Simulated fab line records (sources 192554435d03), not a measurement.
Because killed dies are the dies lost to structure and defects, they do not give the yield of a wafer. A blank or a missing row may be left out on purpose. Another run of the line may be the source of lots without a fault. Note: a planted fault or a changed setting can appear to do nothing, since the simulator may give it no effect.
Lot-split experiment | flow n5_finfet | 21 wafers read across 7 lots, on a route 1938 steps long

## SPLIT DETAILS
At N5_FIN_SAQP_PEB_14 (peb time 60 s), the setting peb_time_s was moved away from the recipe's 60 s on 6 of the 21 wafers read, by -16.6% to +20.0%. This setting was run at the recipe's value on the other wafers.

## FROM SPLIT TO READING: 1 step shown by the file between the two
- N5_FIN_SAQP_DEVELOP_15: develop time 30 s

## THE READING
At N5_FIN_SAQP_CD_MEAS_16: cd_nm in nanometres, against a target cd of 35.6 nm. Fault-free wafers of this fab line usually give 35.6 nm, standard deviation 0.46 nm.

wafer  | tool, chamber at the split | peb_time_s as run, s | against the recipe | cd_nm, nm | against lot-mates on the recipe
L082.4 | litho_track-02, 0          | 50.03                | -16.6%             | 38.2      | +2.3
L082.5 | litho_track-02, 0          | 50.03                | -16.6%             | 37.8      | +1.9
L082.6 | litho_track-02, 0          | 60                   | recipe             | 35.9      | -
L088.2 | litho_track-01, 0          | 60                   | recipe             | 35.8      | -
L088.3 | litho_track-01, 0          | 60                   | recipe             | 35.3      | -
L088.5 | litho_track-01, 0          | 60                   | recipe             | 35.1      | -
L090.2 | litho_track-03, 0          | 60                   | recipe             | 36.0      | -
L090.4 | litho_track-03, 0          | 67.06                | +11.8%             | 34.2      | -1.8
L090.6 | litho_track-03, 0          | 67.06                | +11.8%             | 34.3      | -1.7
L091.1 | litho_track-02, 0          | 68.05                | +13.4%             | 33.9      | -2.0
L091.4 | litho_track-02, 0          | 60                   | recipe             | 36.2      | -
L091.6 | litho_track-02, 0          | 60                   | recipe             | 35.6      | -
L092.3 | litho_track-01, 0          | 60                   | recipe             | 35.6      | -
L092.4 | litho_track-01, 0          | 72                   | +20.0%             | 33.5      | -2.0
L092.6 | litho_track-01, 0          | 60                   | recipe             | 35.4      | -
L095.1 | litho_track-01, 0          | 60                   | recipe             | 35.0      | -
L095.2 | litho_track-01, 0          | 60                   | recipe             | 35.4      | -
L095.5 | litho_track-01, 0          | 60                   | recipe             | 35.0      | -
L096.1 | litho_track-01, 0          | 60                   | recipe             | 35.7      | -
L096.3 | litho_track-01, 0          | 60                   | recipe             | 35.7      | -
L096.5 | litho_track-01, 0          | 60                   | recipe             | 35.1      | -

FIT RESULTS
A straight line over all 21 wafers: cd_nm changes by -0.125 nm for each +1% of peb_time_s; r = -0.95; the points scatter about the line by 0.37 nm.
The same after taking each lot's own level away (the mean of its wafers on the recipe; 21 wafers): -0.126 nm for each +1%; r = -0.97; scatter 0.27 nm.
Per that fit: largest peb_time_s move, reading shift of 2.5 nm.
The span of the lots' own levels, 35.13 to 36.00 nm, comes to 1.9 times the standard deviation stated above.
Consequently the slope shifts little with the lot-to-lot level, the two slopes agreeing.
Check: -2.77 nm against its lot-mates is what the line predicts for one of the wafers moved furthest among these (+20.0%) when that wafer is left out of the fit. It came out at -2 nm against them.

## THE OTHER SPLITS THESE WAFERS WENT THROUGH
Before the reading, these wafers also passed through other splits. Each is held against what the fit with the lots' levels taken away leaves over:
other split on the same wafers | wafers away from the commonest value | r with cd_nm (lot level and that fit taken away)
N5_WELL_APT_COAT_02 spin_rpm   | 10                                   | -0.20
N5_WELL_APT_PEB_06 peb_temp_c  | 9                                    | +0.01
N5_FIN_SAQP_COAT_10 spin_rpm   | 8                                    | -0.04

## FILE'S OWN FIT
cd_nm changes by -0.125 nm for each +1% of peb_time_s, r = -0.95.
